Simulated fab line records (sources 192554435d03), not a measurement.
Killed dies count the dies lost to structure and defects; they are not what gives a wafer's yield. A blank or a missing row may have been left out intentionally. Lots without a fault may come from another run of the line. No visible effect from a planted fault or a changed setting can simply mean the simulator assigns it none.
Matching of chambers + flow n5Finfet + N5_BEOL_M14_TRENCH_ETCH_34 on rieDiel-02: 4 sister chambers
The step etches SiO2 in C4F8/O2/Ar, target depth 556.65 nm, time 126.9 s. 8 wafers are shown with their chamber, then 9 later ones without.

## EACH WAFER AND ITS CHAMBER
| wafer  | chamber | rfVppV (V) | throttleValvePct (%) |
|--------|---------|------------|----------------------|
| L083.4 | 1       | 2189       | 30.93                |
| L085.5 | 3       | 2281       | 31.49                |
| L084.2 | 2       | 2269       | 31.44                |
| L084.5 | 3       | 2281       | 31.49                |
| L084.6 | 2       | 2270       | 31.44                |
| L089.1 | 0       | 2184       | 30.83                |
| L089.4 | 1       | 2190       | 30.95                |
| L089.6 | 0       | 2184       | 30.84                |

## WAFERS MISSING THEIR CHAMBER
| wafer  | rfVppV (V) | throttleValvePct (%) |
|--------|------------|----------------------|
| L087.2 | 2190       | 30.93                |
| L087.3 | 2280       | 31.51                |
| L087.6 | 2184       | 30.83                |
| L090.3 | 2183       | 30.83                |
| L090.4 | 2281       | 31.49                |
| L090.6 | 2184       | 30.82                |
| L097.3 | 2182       | 30.85                |
| L097.4 | 2189       | 30.95                |
| L097.5 | 2182       | 30.86                |

## WHICH CHAMBER EACH WENT THROUGH
| wafer  | from the rows above | in truth |
|--------|---------------------|----------|
| L087.2 | 1                   | 1        |
| L087.3 | 3                   | 3        |
| L087.6 | 0                   | 0        |
| L090.3 | 0                   | 0        |
| L090.4 | 3                   | 3        |
| L090.6 | 0                   | 0        |
| L097.3 | 0                   | 0        |
| L097.4 | 1                   | 1        |
| L097.5 | 0                   | 0        |
Placed correctly: 9 of 9. From these rows, 0 cannot be placed. 0 placed wrongly.
How it was worked out, from the rows above alone: a wafer's distance from a chamber is the root of the sum, over the readings, of the square of ((its reading less the chamber's mean) divided by the reading's scatter). The wafer belongs to the nearest chamber; if the next one is less than 2 further off, it can't be placed. For every chamber, the mean is computed from those of its wafers that are shown. The scatter: take each reading less its chamber's mean, square it, sum over the shown wafers, divide by the number of wafers less the number of chambers, and take the root.
